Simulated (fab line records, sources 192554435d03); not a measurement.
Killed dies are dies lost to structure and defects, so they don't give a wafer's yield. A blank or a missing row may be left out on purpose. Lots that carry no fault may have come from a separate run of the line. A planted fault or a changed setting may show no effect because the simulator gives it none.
The tool behind it: which one?    flow n5_finfet    27 wafers from 9 lots sampled at 6 of the route's 1938 steps

WHAT EACH GAUGE READ, for each wafer
N5_BEOL_M4_RC_MEAS_101. Usual: DIBL_N 36.0 mV/V, standard deviation 1.6; DIBL_P 36.1 mV/V, standard deviation 2; IOFF_N 0.160 nA/um, standard deviation 0.029; IOFF_P 0.21 nA/um, standard deviation 0.039; ION_N 675 uA/um, standard deviation 13; ION_P 464 uA/um, standard deviation 8.8; SS_N 71.5 mV/dec, standard deviation 0.58; SS_P 73.3 mV/dec, standard deviation 0.65; VT_N 250 mV, standard deviation 3.3; VT_P -249 mV, standard deviation 3.6.
lot   measured      on         DIBL_N (mV/V)   DIBL_P (mV/V)   IOFF_N (nA/um)     IOFF_P (nA/um)  ION_N (uA/um)  ION_P (uA/um)  SS_N (mV/dec)   SS_P (mV/dec)   VT_N (mV)    VT_P (mV)       flag
L995  day 7 20:04   prober-02  37.4 35.6 36.4  36.9 34.9 33.6  0.164 0.128 0.141  0.21 0.19 0.17  676 659 662    456 454 449    72.0 71.5 71.6  73.4 73.0 72.7  247 251 254  -252 -253 -255  
L110  day 12 01:01  prober-01  37.8 36.3 36.0  37.4 35.7 34.8  0.193 0.152 0.136  0.20 0.18 0.16  694 681 657    463 461 444    71.6 71.6 71.0  74.1 74.1 72.7  245 251 253  -251 -252 -254  
L111  day 12 03:53  prober-02  34.5 35.9 35.9  34.8 37.2 36.8  0.138 0.166 0.171  0.19 0.25 0.23  657 673 682    455 467 470    71.2 71.7 71.7  72.6 73.0 73.5  252 249 246  -250 -246 -249  
L114  day 13 09:56  prober-01  34.8 36.2 36.8  34.0 35.5 35.9  0.146 0.154 0.174  0.17 0.20 0.21  687 681 699    463 469 468    70.9 71.5 71.2  72.3 73.7 73.0  247 248 247  -252 -250 -250  
L115  day 13 13:07  prober-02  35.4 36.8 38.6  35.1 36.5 39.2  0.146 0.159 0.210  0.20 0.22 0.27  695 675 706    478 466 479    71.2 71.7 72.0  72.2 73.2 74.0  249 251 247  -251 -248 -247  
L117  day 13 15:26  prober-02  34.6 35.0 37.1  33.6 35.3 37.7  0.128 0.139 0.180  0.19 0.21 0.25  664 657 682    462 458 465    70.7 71.5 71.9  72.0 72.9 74.1  253 253 247  -247 -251 -247  
L118  day 13 14:01  prober-01  37.1 37.2 38.8  39.3 38.6 40.2  0.192 0.181 0.234  0.30 0.27 0.31  682 677 687    472 469 468    70.9 72.6 72.1  74.7 73.8 74.1  245 247 244  -242 -246 -242  

WHICH TOOL RAN EACH LOT (tool, then ch and the chambers of the sampled wafers, then the start)
lot   N5_BEOL_M1_ALD_98                  N5_BEOL_M1_ALD_84                    N5_BEOL_M1_SPUTTER_48         N5_BEOL_M1_ANNEAL_82          N5_BEOL_M1_CMP_52
L995  ald_sin-03 ch 1,2,3, day 6 01:01   ald_metal-02 ch 0,1,3, day 6 07:42   pvd_sputter-01, day 6 11:32   pvd_sputter-01, day 6 12:03   cmp-02 ch 0,1,3, day 6 14:18
L106  ald_sin-04 ch 0,1,2, day 9 00:02   ald_metal-04 ch 0,2, day 9 03:10     pvd_sputter-02, day 9 03:55   pvd_sputter-02, day 9 04:26   cmp-04 ch 0,2, day 9 06:13
L107  ald_sin-03 ch 0,1,3, day 9 05:56   ald_metal-02 ch 0,1,2, day 9 08:31   pvd_sputter-01, day 9 09:02   pvd_sputter-01, day 9 09:33   cmp-02 ch 0,1,3, day 9 11:17
L110  ald_sin-04 ch 0,3, day 9 21:11     ald_metal-02 ch 0,1,3, day 10 03:05  pvd_sputter-02, day 10 03:33  pvd_sputter-02, day 10 04:04  cmp-04 ch 0,2,3, day 10 05:50
L111  ald_sin-03 ch 0,1,2, day 10 03:16  ald_metal-04 ch 0,1,2, day 10 06:19  pvd_sputter-03, day 10 07:05  pvd_sputter-03, day 10 07:37  cmp-04 ch 0,2,3, day 10 09:20
L114  ald_sin-02 ch 2,3, day 11 13:12    ald_metal-04 ch 0,2,3, day 11 16:40  pvd_sputter-01, day 11 17:14  pvd_sputter-01, day 11 17:45  cmp-02 ch 1,3, day 11 19:31
L115  ald_sin-02 ch 2,3, day 11 13:18    ald_metal-04 ch 0,1,2, day 11 17:36  pvd_sputter-02, day 11 18:17  pvd_sputter-02, day 11 18:48  cmp-04 ch 0,1, day 11 20:34
L117  ald_sin-02 ch 0,2,3, day 11 19:46  ald_metal-04 ch 0,1, day 11 21:00    pvd_sputter-01, day 11 21:38  pvd_sputter-01, day 11 22:09  cmp-02 ch 0,1,3, day 11 23:55
L118  ald_sin-02 ch 0,3, day 12 01:34    ald_metal-02 ch 0,1,3, day 12 05:14  pvd_sputter-02, day 12 05:52  pvd_sputter-02, day 12 06:23  cmp-04 ch 0,1,2, day 12 08:09
- N5_BEOL_M1_ALD_98: deposits SiO2, target thk 2.5 nm, pulse time 1 s, co reactant pulse time 1 s.
- N5_BEOL_M1_ALD_84: deposits TaN, pulse time 2 s, purge time 3 s, co reactant purge time 2 s.
- N5_BEOL_M1_SPUTTER_48: material Cu, target thk 4.5 nm, time 8.29 s.
- N5_BEOL_M1_ANNEAL_82: time 240 s.
- N5_BEOL_M1_CMP_52: polishes, stops on SiOC, t overpolish 6.8 s, target thk 40 nm.

WHAT THE TOOLS THEMSELVES READ (means of the sampled wafers that have a number; where no wafer has one, the mark that the record gives instead)
N5_BEOL_M1_ALD_98. Usual: chamber_pressure_Torr 2.000 Torr, standard deviation 0.0043; heater_power_w 76 W, standard deviation 7.8; precursor_pulse_height_rel 1.000, standard deviation 0.019.
lot   tool        chamber_pressure_Torr (Torr)  heater_power_w (W)  precursor_pulse_height_rel  flag
L995  ald_sin-03  2.003                         81                  0.997                       
L106  ald_sin-04  1.997                         74                  1.001                       
L107  ald_sin-03  2.001                         76                  0.989                       
L110  ald_sin-04  2.000                         79                  0.995                       
L111  ald_sin-03  1.999                         81                  1.008                       
L114  ald_sin-02  1.995                         76                  1.000                       
L115  ald_sin-02  1.999                         77                  0.994                       
L117  ald_sin-02  2.000                         73                  1.006                       
L118  ald_sin-02  2.000                         71                  1.004                       

N5_BEOL_M1_ALD_84. Usual: chamber_pressure_Torr 3.000 Torr, standard deviation 0.006; heater_power_w 424 W, standard deviation 42.
lot   tool          chamber_pressure_Torr (Torr)  heater_power_w (W)  flag
L995  ald_metal-02  3.000                         427                 
L106  ald_metal-04  -                             -                   OFF
L107  ald_metal-02  -                             -                   OFF
L110  ald_metal-02  3.006                         425                 
L111  ald_metal-04  2.995                         446                 
L114  ald_metal-04  2.997                         423                 
L115  ald_metal-04  2.994                         441                 
L117  ald_metal-04  3.000                         472                 
L118  ald_metal-02  3.004                         419                 

N5_BEOL_M1_SPUTTER_48. Usual: throttle_valve_pct at 30.2 %, with a standard deviation of 0.65.
lot   tool            throttle_valve_pct (%)  flag
L995  pvd_sputter-01  30.2                    
L106  pvd_sputter-02  30.7                    
L107  pvd_sputter-01  29.8                    
L110  pvd_sputter-02  30.3                    
L111  pvd_sputter-03  30.2                    
L114  pvd_sputter-01  30.1                    
L115  pvd_sputter-02  30.1                    
L117  pvd_sputter-01  30.1                    
L118  pvd_sputter-02  30.7                    

N5_BEOL_M1_ANNEAL_82. Usual: heater_power_w at 828 W, with a standard deviation of 100.
lot   tool            heater_power_w (W)  flag
L995  pvd_sputter-01  828                 
L106  pvd_sputter-02  814                 
L107  pvd_sputter-01  765                 
L110  pvd_sputter-02  920                 
L111  pvd_sputter-03  805                 
L114  pvd_sputter-01  928                 
L115  pvd_sputter-02  850                 
L117  pvd_sputter-01  889                 
L118  pvd_sputter-02  820                 

N5_BEOL_M1_CMP_52. Usual: barrier_field_endpoint_s 24.3 s, standard deviation 0.66; head_pressure_psi 1.0002 psi, standard deviation 0.002; motor_current_A 5.9 A, standard deviation 0.73.
lot   tool    barrier_field_endpoint_s (s)  head_pressure_psi (psi)  motor_current_A (A)  flag
L995  cmp-02  23.8                          1.0000                   5.9                  
L106  cmp-04  22.7                          0.9964                   6.3                  
L107  cmp-02  22.0                          1.0008                   5.6                  OFF
L110  cmp-04  24.7                          0.9981                   5.4                  
L111  cmp-04  24.0                          1.0002                   5.5                  
L114  cmp-02  23.1                          1.0005                   6.1                  
L115  cmp-04  24.2                          1.0019                   6.0                  
L117  cmp-02  24.8                          0.9994                   5.8                  
L118  cmp-04  24.1                          1.0004                   6.4                  

THE ANSWER, worked out from the rows above alone
Rule: a lot is off if the mean of its wafers that have a number lies more than 3 standard deviations from the usual mean. Also off: a lot with no number at a reading for which 4 or more lots have one. The other lots that the step has rows for count as sound. After the gauges, taken in route order, come the tools' own readings; for these a lot's mean is taken, as printed above. At the first step where some lot is off, the reading lying furthest off is the one used; lots without a number count as furthest.
Off: L106, L107 (N5_BEOL_M1_ALD_84, chamber_pressure_Torr). Without a number there: L106, L107.
A tool fits if, at that step or a process step before it, it ran every lot that is off, and no sound lot after the first of them. Of those tried, none fits.

WHAT THE SIMULATOR PUT IN
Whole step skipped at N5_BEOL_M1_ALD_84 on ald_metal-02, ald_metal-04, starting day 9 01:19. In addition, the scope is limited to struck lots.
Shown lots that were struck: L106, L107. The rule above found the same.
